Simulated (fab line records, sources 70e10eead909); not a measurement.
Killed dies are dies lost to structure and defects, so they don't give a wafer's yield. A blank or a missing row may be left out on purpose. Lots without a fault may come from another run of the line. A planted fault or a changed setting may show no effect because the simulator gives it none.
fab line records | flow nand_harc
record lots=5 wafers=15 last_day=23
route steps=1159 shown A_BONDPAD@1065
lots that met no fault: from a run of the same line without faults
start_h: hours from the record's first day to the start of the lot's first wafer shown | wait_h: hours since the lot's step before | " the same as in the row above | L1.1+2: a row that stands for several wafers | - no value, or no start given | * or withheld: withheld | < > ~ a bound
route shown NAME@n: a module of which the file shows steps, and the number in the route of the first | usual: mean/standard deviation of fault-free wafers | same: alike in all rows | chamber/n: place in a boat | sites: the reading at each site | _std_site: their standard deviation | _edge_site: outer sites' mean less inner sites' | radius_mm: how far each site lies from the wafer's centre | mask NAME#n: copy n | behind: the tool/chamber that last shaped the wafer | hold: why the lot was held/for how many hours/how that ended | device: the transistor (n, p or np) that didn't switch | end of line: the same wafers' tests at the end of the route | a step without rows: its recipe alone | killed: dies lost to structure and defects at the first sort, not the wafer's yield | map: a wafer's dies, x killed, . not, _ none there
set.NAME: the setting as run; set.NAME@STEP: as run at that earlier step | model.NAME: the simulator's own value behind a step, which no gauge read
lots at some steps of the route; a table a step, a row a wafer
services: from which hour (start_h, from the record's first day; less than 0 if before it) a tool's chamber was out of use, for how many hours, and why
## steps
# step NHARC_A_BONDPAD_COAT_33
# recipe temp_c=200 time_s=65
# step NHARC_A_BONDPAD_COAT_03
# recipe spin_rpm=2000 resist_thk_nm=600
# step NHARC_A_BONDPAD_SOFTBAKE_04
# recipe temp_c=125 time_s=70
# step NHARC_A_BONDPAD_EBR_05
# step NHARC_A_BONDPAD_EXPOSE_06
# recipe na=0.55 dose_mj=36.99 mask_id=A_BPAD
# step NHARC_A_BONDPAD_PEB_07
# recipe peb_temp_c=128 peb_time_s=80
# step NHARC_A_BONDPAD_DEVELOP_08
# recipe time_s=50 dev_temp_c=22
# step NHARC_A_BONDPAD_CD_MEAS_09
# recipe target_cd_nm=500 landing_energy_ev=500
# usual cd_nm=499.0/1.6
# columns lot.wafer tool chamber start_h wait_h cd_nm
L271.3 cd_sem-02 0 414.49 - 498.9
L271.4 " 0 " " 500.4
L271.5 " 0 " " 498.3
L274.1 cd_sem-02 0 423.84 - 498.3
L274.3 " 0 " " 499.2
L274.6 " 0 " " 501.7
L280.1 cd_sem-03 0 482.10 - 498.5
L280.2 " 0 " " 499.3
L280.4 " 0 " " 497.8
L279.2 cd_sem-02 0 482.88 - 499.5
L279.3 " 0 " " 499.3
L279.5 " 0 " " 499.2
L287.1 cd_sem-02 0 522.40 - 497.3
L287.3 " 0 " " 496.9
L287.5 " 0 " " 498.1
# step NHARC_A_BONDPAD_OVL_MEAS_35
# usual overlay_x_nm=1/6.4 overlay_y_nm=4/5.7
# columns lot.wafer tool chamber start_h wait_h overlay_x_nm overlay_y_nm
L271.3 overlay-02 - 414.57 - 1 7
L271.4 " - " " 1 8
L271.5 " - " " 1 7
L274.1 overlay-02 - 423.93 - 0 -1
L274.3 " - " " 0 -1
L274.6 " - " " 0 0
L280.1 overlay-02 - 482.19 - 13 -1
L280.2 " - " " 14 -1
L280.4 " - " " 14 -1
L279.2 overlay-01 - 482.97 - -6 0
L279.3 " - " " -6 -1
L279.5 " - " " -6 -1
L287.1 overlay-01 - 522.49 - -2 10
L287.3 " - " " -2 10
L287.5 " - " " -2 10
# step NHARC_A_BONDPAD_HARDBAKE_10
# recipe temp_c=118 time_s=65
# step NHARC_A_BONDPAD_DESCUM_11
# recipe time_s=3 o2_flow_sccm=200 ar_flow_sccm=0 bias_power_w=0 chemistry=O2
# usual drypump_motor_current_A=5.7/0.37 oes_product_au=0.998/0.0084 rf_vpp_V=57.6/0.88 showerhead_plenum_p_Torr=1.91/0.091 throttle_valve_pct=11.312/0.0096
# same bias_power_w=0 time_s=3
# columns lot.wafer tool chamber start_h wait_h drypump_motor_current_A oes_product_au rf_hours_counter_h rf_vpp_V showerhead_plenum_p_Torr throttle_valve_pct
L271.3 rie_diel-01 3 414.73 - 6.2 0.998 21 56.8 1.88 11.300
L271.4 " 0 " " 5.7 1.005 20 59.0 2.07 11.320
L271.5 " 2 " " 5.6 0.990 - 58.3 1.87 11.307
L274.1 rie_diel-01 2 424.06 - 5.6 0.991 14 57.6 1.87 11.323
L274.3 " 3 " " 6.2 1.002 22 57.3 1.88 11.309
L274.6 " 1 " " 6.1 0.994 - 57.2 1.81 11.321
L280.2 rie_diel-05 3 482.32 - 5.3 1.006 4 57.2 2.02 11.318
L280.1 " 0 " " 5.1 1.002 4 57.2 1.86 11.313
L280.4 " 2 " " 5.9 1.008 5 58.6 1.98 11.299
L279.2 rie_diel-01 0 483.10 - 5.7 0.997 34 59.3 2.06 11.310
L279.3 " 1 " " 6.1 1.003 32 56.8 1.81 11.318
L279.5 " 1 " " 6.1 0.997 - 57.8 1.80 11.315
L287.3 rie_diel-09 0 522.66 - 6.4 1.003 34 56.5 1.93 11.303
L287.1 " 2 " " 5.7 0.994 31 56.9 1.95 11.308
L287.5 " 2 " " 5.6 0.994 - 57.9 1.95 11.314
# step NHARC_A_BONDPAD_ETCH_34
# recipe target_depth_a=600 overetch_a=180 time_s=65.91 ion_energy_ev=200 n2_flow_sccm=150 h2_flow_sccm=150 ar_flow_sccm=0 rf_w=400 bias_w=150 chemistry=N2/H2
# usual drypump_motor_current_A=5.7/0.38 n2_flow_sccm=150.0/0.45 oes_product_au=1.000/0.0088 rf_vpp_V=430.1/2.7 showerhead_plenum_p_Torr=2.03/0.093 throttle_valve_pct=14.171/0.0091
# same time_s=65.91
# columns lot.wafer tool chamber start_h wait_h drypump_motor_current_A n2_flow_sccm oes_product_au rf_hours_counter_h rf_vpp_V showerhead_plenum_p_Torr throttle_valve_pct
L271.4 rie_diel-01 0 414.79 0.1 5.7 150.2 0.994 20 435.9 2.21 14.173
L271.3 " 3 " " 6.2 149.5 0.987 21 430.0 2.01 14.178
L271.5 " 1 " " 6.0 150.5 0.976 - 426.8 1.93 14.178
L274.3 rie_diel-01 1 424.14 0.1 6.1 150.6 0.997 20 426.3 1.93 14.181
L274.1 " 3 " " 6.2 150.4 1.006 22 428.4 2.01 14.171
L274.6 " 1 " " 6.1 149.9 1.002 - 427.6 1.93 14.170
L280.2 rie_diel-05 0 482.40 0.1 5.1 150.2 1.004 4 429.3 1.98 14.166
L280.1 " 2 " " 5.9 150.4 0.998 5 432.7 2.12 14.173
L280.4 " 3 " " 5.3 150.2 1.012 4 432.4 2.16 14.171
L279.2 rie_diel-01 1 483.19 0.1 6.1 150.3 0.989 32 429.1 1.92 14.175
L279.3 " 0 " " 5.7 150.8 0.997 34 434.8 2.21 14.177
L279.5 " 0 " " 5.7 150.5 0.995 - 437.1 2.21 14.152
L287.1 rie_diel-09 2 523.04 0.3 5.6 149.8 1.001 32 432.5 2.08 14.161
L287.3 " 1 " " 5.0 149.4 1.008 32 427.4 1.88 14.171
L287.5 " 0 " " 6.4 149.6 1.011 - 431.7 2.06 14.155
# step NHARC_A_BONDPAD_ETCH_12
# recipe target_depth_a=2200 time_s=110 chf3_flow_sccm=50 o2_flow_sccm=10 ar_flow_sccm=200 rf_w=500 bias_w=200 chemistry=CHF3/O2
# usual chf3_flow_sccm=50.02/0.14 drypump_motor_current_A=5.7/0.38 oes_product_au=0.940/0.023 rf_vpp_V=370.4/2.4 showerhead_plenum_p_Torr=2.40/0.11 throttle_valve_pct=20.572/0.0087
# same time_s=110
# columns lot.wafer tool chamber start_h wait_h chf3_flow_sccm drypump_motor_current_A oes_product_au rf_hours_counter_h rf_vpp_V showerhead_plenum_p_Torr throttle_valve_pct
L271.3 rie_diel-01 2 414.89 - 50.19 5.6 0.922 13 369.3 2.35 20.572
L271.4 " 1 " " 50.22 6.1 0.911 18 367.1 2.28 20.580
L271.5 " 3 " " 49.96 6.2 0.934 - 371.1 2.36 20.581
L274.1 rie_diel-01 2 424.40 - 50.04 5.6 0.939 14 369.2 2.35 20.576
L274.3 " 3 " " 50.01 6.2 0.926 22 370.7 2.36 20.556
L274.6 " 3 " " 49.98 6.2 0.927 - 370.7 2.36 20.588
L280.1 rie_diel-05 3 482.49 - 50.11 5.3 0.935 4 372.8 2.53 20.565
L280.4 " 0 " " 50.06 5.1 0.923 4 368.4 2.34 20.585
L280.2 " 1 " " 49.95 5.7 0.925 4 368.2 2.31 20.579
L279.3 rie_diel-01 1 483.38 - 50.17 6.0 0.934 32 367.0 2.27 20.582
L279.2 " 2 " " 49.65 5.6 0.921 26 369.5 2.34 20.574
L279.5 " 0 " " 50.03 5.7 0.849 - 374.5 2.58 20.566
L287.3 rie_diel-09 1 523.16 - 50.10 5.0 0.923 32 366.8 2.23 20.582
L287.1 " 2 " " 49.97 5.6 0.927 32 371.6 2.44 20.566
L287.5 " 2 " " 49.85 5.6 0.928 - 371.6 2.44 20.561
# step NHARC_A_BONDPAD_CD_MEAS_13
# usual cd_nm=498.0/1.6
# columns lot.wafer tool chamber start_h wait_h cd_nm
L271.3 cd_sem-01 - 415.03 - 496.3
L271.4 " - " " 498.7
L271.5 " - " " 496.9
L274.1 cd_sem-02 - 424.56 - 496.5
L274.3 " - " " 498.0
L274.6 " - " " 500.5
L280.1 cd_sem-03 - 482.64 - 496.9
L280.2 " - " " 497.8
L280.4 " - " " 495.9
L279.2 cd_sem-03 - 483.53 - 497.4
L279.3 " - " " 497.9
L279.5 " - " " 497.3
L287.1 cd_sem-02 - 523.32 - 497.4
L287.3 " - " " 496.4
L287.5 " - " " 498.0
## services
# columns tool chamber start_h hours kind
rie_diel-01 0 397.35 - clean
rie_diel-01 1 397.35 - clean
rie_diel-01 2 397.35 - clean
rie_diel-01 3 397.35 - clean
rie_diel-01 0 421.93 - clean
rie_diel-01 1 421.93 - clean
rie_diel-01 2 421.93 - clean
rie_diel-01 3 421.93 - clean
rie_diel-01 0 424.13 5.2 repair
rie_diel-09 - 432.52 9.0 pm
rie_diel-05 - 434.99 21.5 repair
rie_diel-01 0 446.43 - clean
rie_diel-01 1 446.43 - clean
rie_diel-01 2 446.43 - clean
rie_diel-01 3 446.43 - clean
rie_diel-01 - 465.79 1.9 repair
rie_diel-01 0 470.95 - clean
rie_diel-01 1 470.95 - clean
rie_diel-01 2 470.95 - clean
rie_diel-01 3 470.95 - clean
rie_diel-01 - 491.84 9.0 pm
rie_diel-09 3 514.81 12.1 repair
rie_diel-01 - 515.86 0.1 repair
rie_diel-05 - 517.60 9.0 pm
## key
first_sign step=NHARC_A_BONDPAD_ETCH_12 reading=oes_product_au direction=down sigmas=3.9 usual=0.940 struck=0.849
effect none on later readings
met_at NHARC_A_BONDPAD_ETCH_12
struck_wafers L279.5
later_rows_left_out L279.5
sort_left_out L279.5
fault kind=process_parameter_drift tool=rie_diel-01 chamber=0 onset_h=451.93 steps=NHARC_A_BONDPAD_ETCH_12 channel=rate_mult offset=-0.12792 shape=step end_h=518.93
# sort_left_out: the simulated sort isn't trusted on such a fault, so these wafers' sort isn't shown, and their yield isn't known
# later_rows_left_out: the simulator's readings of these wafers behind a module that went badly wrong aren't trusted and aren't shown, but for the sort
